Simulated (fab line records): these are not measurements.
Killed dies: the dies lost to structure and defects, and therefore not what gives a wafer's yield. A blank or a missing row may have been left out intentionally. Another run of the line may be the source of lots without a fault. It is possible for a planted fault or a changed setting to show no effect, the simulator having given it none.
A struck lot beside a sound one	flow nand_harc	46 steps out of a route of 1302
Sound: wafers L755.1, L755.3, L755.6. Struck: wafer L743.2 (left out: L743.1, L743.4 of the same lot, which were not struck); the cause appears at the end.
Each step with rows lists, per side, the tool, then ch with its chambers, then its first start. Under that, the readings that differ: sound wafers	struck wafers	difference of the means	sigmas: that difference in standard deviations of wafers without a fault.
alike: same words and numbers on both sides, and readings whose means sit less than 2 such deviations apart. not compared: any withheld reading, any reading some wafer has no value for, any bound like >300 that may hide the same value, and any number with overlapping values for which the record gives no deviation.
The two part at a step that has a row with sigmas, a row that says differs or no value, or rows on one side only. Numbers that don't overlap but have no deviation are shown without sigmas and don't part them. A reading that every wafer of one side lacks parts them only if that side has two wafers or more.

first, 6 steps without rows for these wafers: NHARC_P_ZERO_WELL_COAT_18; NHARC_P_ZERO_WELL_SOFTBAKE_19 (time 95 s); NHARC_P_ZERO_WELL_EBR_20; NHARC_P_ZERO_WELL_EXPOSE_21 (exposes mask P NWELL, target cd 720 nm); NHARC_P_ZERO_WELL_PEB_22 (peb time 85 s); NHARC_P_ZERO_WELL_DEVELOP_23 (time 70 s).
NHARC_P_ZERO_WELL_CD_MEAS_24 targets a cd of 720 nm.
  sound on cd_sem-01 ch 0, day 10 06:57; struck on cd_sem-03 ch 0, day 5 06:27
  alike: cd_nm
then, 1 step without rows for these wafers: NHARC_P_ZERO_WELL_HARDBAKE_25 (time 80 s).
NHARC_P_ZERO_WELL_DESCUM_26: chemistry O2, time 3 s.
  sound on rie_diel-06 ch 1,3, day 10 07:07; struck on rie_diel-09 ch 0, day 5 06:41
  alike: drypump_motor_current_A, oes_product_au, rf_vpp_V, showerhead_plenum_p_Torr, throttle_valve_pct
  not compared: rf_hours_counter_h
then, 3 steps without rows for these wafers: NHARC_P_ZERO_WELL_IMPLANT_27; NHARC_P_ZERO_WELL_IMPLANT_57; NHARC_P_ZERO_WELL_IMPLANT_58.
NHARC_P_ZERO_WELL_STRIP_28: strips in SPM, time 840 s.
  sound on wet_bench-06 ch 2,5,7, day 10 07:50; struck on wet_bench-06 ch 3, day 5 07:25
  alike: bath_guard_temp_C, bath_heat_duty_pct
then, 8 steps without rows for these wafers: NHARC_P_ZERO_WELL_DEHYDRATE_29 (time 120 s); NHARC_P_ZERO_WELL_HMDS_30 (time 30 s); NHARC_P_ZERO_WELL_COAT_31; NHARC_P_ZERO_WELL_SOFTBAKE_32 (time 95 s); NHARC_P_ZERO_WELL_EBR_33; NHARC_P_ZERO_WELL_EXPOSE_34 (exposes mask P PWELL, target cd 720 nm); NHARC_P_ZERO_WELL_PEB_35 (peb time 85 s); NHARC_P_ZERO_WELL_DEVELOP_36 (time 70 s).
NHARC_P_ZERO_WELL_CD_MEAS_37 targets a cd of 720 nm.
  sound on cd_sem-02 ch 0, day 10 08:28; struck on cd_sem-02 ch 0, day 5 08:02
  alike: cd_nm
then, 1 step without rows for these wafers: NHARC_P_ZERO_WELL_HARDBAKE_38 (time 80 s).
NHARC_P_ZERO_WELL_DESCUM_39: chemistry O2, time 3 s.
  sound on rie_diel-13 ch 0,3, day 10 08:54; struck on rie_diel-06 ch 3, day 5 08:12
reading	sound	struck	difference	sigmas
drypump_motor_current_A (A)	5.9 6.0 5.9	4.8	-1.1	-3
  alike: oes_product_au, rf_vpp_V, showerhead_plenum_p_Torr, throttle_valve_pct
  not compared: rf_hours_counter_h
then, 12 steps without rows for these wafers: NHARC_P_ZERO_WELL_IMPLANT_40; NHARC_P_ZERO_WELL_IMPLANT_59; NHARC_P_ZERO_WELL_IMPLANT_60; NHARC_P_ZERO_WELL_STRIP_41 (strips in SPM, time 840 s); NHARC_P_ZERO_WELL_DEHYDRATE_44 (time 120 s); NHARC_P_ZERO_WELL_HMDS_45 (time 30 s); NHARC_P_ZERO_WELL_COAT_46; NHARC_P_ZERO_WELL_SOFTBAKE_47 (time 95 s); NHARC_P_ZERO_WELL_EBR_48; NHARC_P_ZERO_WELL_EXPOSE_49 (exposes mask P HVPW, target cd 2000 nm); NHARC_P_ZERO_WELL_PEB_50 (peb time 85 s); NHARC_P_ZERO_WELL_DEVELOP_51 (time 70 s).
NHARC_P_ZERO_WELL_CD_MEAS_52 targets a cd of 2000 nm.
  sound on cd_sem-02 ch 0, day 10 10:25; struck on cd_sem-03 ch 0, day 5 09:32
  alike: cd_nm
then, 1 step without rows for these wafers: NHARC_P_ZERO_WELL_HARDBAKE_53 (time 80 s).
NHARC_P_ZERO_WELL_DESCUM_54: chemistry O2, time 3 s.
  sound on rie_diel-06 ch 0,1,2, day 10 10:36; struck on rie_diel-06 ch 1, day 5 09:42
  alike: drypump_motor_current_A, oes_product_au, rf_vpp_V, showerhead_plenum_p_Torr, throttle_valve_pct
  not compared: rf_hours_counter_h
then, 3 steps without rows for these wafers: NHARC_P_ZERO_WELL_IMPLANT_55; NHARC_P_ZERO_WELL_IMPLANT_61; NHARC_P_ZERO_WELL_STRIP_56 (strips in SPM, time 840 s).
NHARC_P_ZERO_WELL_INSPECT_43:
  sound: defect_inspect-01 at day 10 12:14; struck: defect_inspect-01 at day 5 11:32
reading	sound	struck	difference	sigmas
raw_defect_count	12 8 15	564	+552	+91
  not compared: hold
NHARC_P_STI_ETCH_26: etches SiO2 in dHF, target depth 11 nm.
  sound on wet_bench-07 ch 1,4,6, day 10 12:17; struck on wet_bench-07 ch 2,3,7, day 5 14:04
reading	sound	struck	difference	sigmas
hold	- - -	await_dispo/2.5h/release	no value on the sound wafers	
NHARC_P_STI_INSPECT_11:
  sound: defect_inspect-01 at day 11 04:12; struck: defect_inspect-02 at day 6 04:23
reading	sound	struck	difference	sigmas
raw_defect_count	5 12 3	545	+538	+99 or more
  not compared: hold
-- jump in the record: it breaks off in module P_STI and resumes in module END (first step shown: number 1302 of the route), and 22 days separate the struck wafers' starts before and after --
NHARC_END_SORT_01:
  at this point the record logs the struck wafers (prober-02 ch 0, day 27 16:34) and has no rows for the sound ones

== WHERE THEY PART ==
At NHARC_P_ZERO_WELL_DESCUM_39 first; at NHARC_END_SORT_01 last (within this record only).

WHY: what had been put in by the simulator
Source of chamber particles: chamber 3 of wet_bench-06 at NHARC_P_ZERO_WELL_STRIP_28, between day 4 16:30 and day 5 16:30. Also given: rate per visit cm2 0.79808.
